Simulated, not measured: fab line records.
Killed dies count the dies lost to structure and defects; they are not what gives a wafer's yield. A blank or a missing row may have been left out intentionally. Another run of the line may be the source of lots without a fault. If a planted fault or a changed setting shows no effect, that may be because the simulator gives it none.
Struck lot and sound lot, side by side / flow n5_finfet / 15 out of 1938 route steps
Sound: wafers L424.2, L424.3, L424.6. Struck: wafer L439.5 (L439.3, L439.6, from the same lot, were not struck and are left out); the cause is given at the end.
For every step that has rows: the tool of each side, followed by ch and its chambers, followed by its first start. Under that, the readings that differ: sound wafers / struck wafers / difference of the means / sigmas: that difference in standard deviations of wafers without a fault.
alike: readings whose means differ by less than 2 such deviations, and words and numbers that are the same on both sides. not compared: withheld readings, readings that some wafer has no value for, bounds like >300 that may hide the same value, and numbers for which the record gives no deviation and whose values overlap.
A row with sigmas, a row that says differs or no value, or rows on one side alone: a step with any of these is where the two part. Non-overlapping numbers with no deviation appear without sigmas and do not part them. A reading missing from all wafers of one side parts the sides only when that side holds two or more wafers.

N5_BEOL_M8_TRENCH_ETCH_37: etches SiCOH lowk in C4F6/O2, target depth 93.478 nm, time 31.2 s.
  sound on rie_diel-01 ch 0,3; struck on rie_diel-04 ch 2
  alike: drypump_motor_current_A, oes_product_au, rf_vpp_V, showerhead_plenum_p_Torr, throttle_valve_pct
  not compared: rf_hours_counter_h
N5_BEOL_M8_ETCH_41: etches SiCN in CH3F/O2, target depth 31.9 nm, time 57.8 s.
  sound on rie_diel-01 ch 0,3; struck on rie_diel-04 ch 2
  alike: drypump_motor_current_A, oes_product_au, rf_vpp_V, showerhead_plenum_p_Torr, throttle_valve_pct
  not compared: rf_hours_counter_h
N5_BEOL_M8_STRIP_80: strips in N2/H2, time 10 s.
  sound on rie_diel-01 ch 0,3; struck on rie_diel-04 ch 2
  alike: drypump_motor_current_A, oes_product_au, rf_vpp_V, showerhead_plenum_p_Torr, throttle_valve_pct
  not compared: rf_hours_counter_h
N5_BEOL_M8_OCD_MEAS_38:
  sound on ocd-01, day 10 00:08; struck on ocd-01, day 13 21:41
reading=trench_depth_nm (nm); sound=91.8 92.0 91.8; struck=95.2; difference=+3.3; sigmas=+3
then, 4 steps without rows for these wafers: N5_BEOL_M8_HM_STRIP_39 (strips TiN in peroxide tin strip, target depth 25 nm, time 158 s); N5_BEOL_M8_SRD_40 (time 30 s); N5_BEOL_M8_PRECLEAN_42 (cleans in residue remover, time 60 s); N5_BEOL_M8_SRD_43 (time 30 s).
N5_BEOL_M8_CD_MEAS_35: the cd target is 40 nm.
  sound on cd_sem-03, day 10 00:17; struck on cd_sem-02, day 13 21:51
reading=cd_nm (nm); sound=40.1 40.0 41.1; struck=39.0; difference=-1.4; sigmas=-2
N5_BEOL_M8_CURE_75: cures SiCOH lowk, time 120 s.
  sound on uv_cure-03 ch 0, day 10 00:31; struck on uv_cure-01 ch 0, day 13 22:06
  alike: lamp_power_pct, wafer_temp_C_max
then, 1 step without rows for these wafers: N5_BEOL_M8_DEGAS_44 (time 60 s).
N5_BEOL_M8_PRE_CLEAN_45: time 30 s.
  sound on pvd_sputter-01, day 10 00:50; struck on pvd_sputter-03, day 13 22:23
  alike: heater_power_w
N5_BEOL_M8_ALD_77: deposits TaN, target thk 2 nm, pulse time 2 s, purge time 3 s.
  sound on ald_metal-01 ch 0,3, day 10 01:04; struck on ald_metal-04 ch 3, day 13 22:26
reading=ald_cycles; sound=40 40 40; struck=31; difference=-9; sigmas=
reading=mfc_carrier_sccm (sccm); sound=1500 1489 1506; struck=1509; difference=+11; sigmas=+2
reading=model.TaN_of_BEOL_M8_ALD_77.thk_nm (nm); sound=2 2 2; struck=1.6; difference=-0.4; sigmas=
  alike: heater_power_w, precursor_vessel_carrier_sccm
then, 1 step without rows for these wafers: N5_BEOL_M8_SURFACE_TREAT_79.
-- record jumps: 3 days separate the struck wafers' starts on either side; left off in module BEOL_M8, taken up again in module PASSIVATION, whose first shown step is the route's number 1936 --
N5_PASSIVATION_PROBE_49:
  sound on prober-02, day 12 20:22; struck on prober-01, day 16 18:29
reading=sort_bin_4_leakage (%); sound=0 0 0; struck=0.25; difference=+0.25; sigmas=+6
  alike: defect_limited_yield, killed_at_M0_to_M3, killed_at_M4_up, killed_at_contacts, killed_at_front_end, killed_at_other, killed_dies, killed_open, killed_short, sort_bin_5_function, sort_bin_6_memory, sort_n_pass, sort_yield_pct

WHERE THEY PART
Earliest at N5_BEOL_M8_OCD_MEAS_38; latest, in this record, at N5_PASSIVATION_PROBE_49.

WHY: the cause the simulator had injected
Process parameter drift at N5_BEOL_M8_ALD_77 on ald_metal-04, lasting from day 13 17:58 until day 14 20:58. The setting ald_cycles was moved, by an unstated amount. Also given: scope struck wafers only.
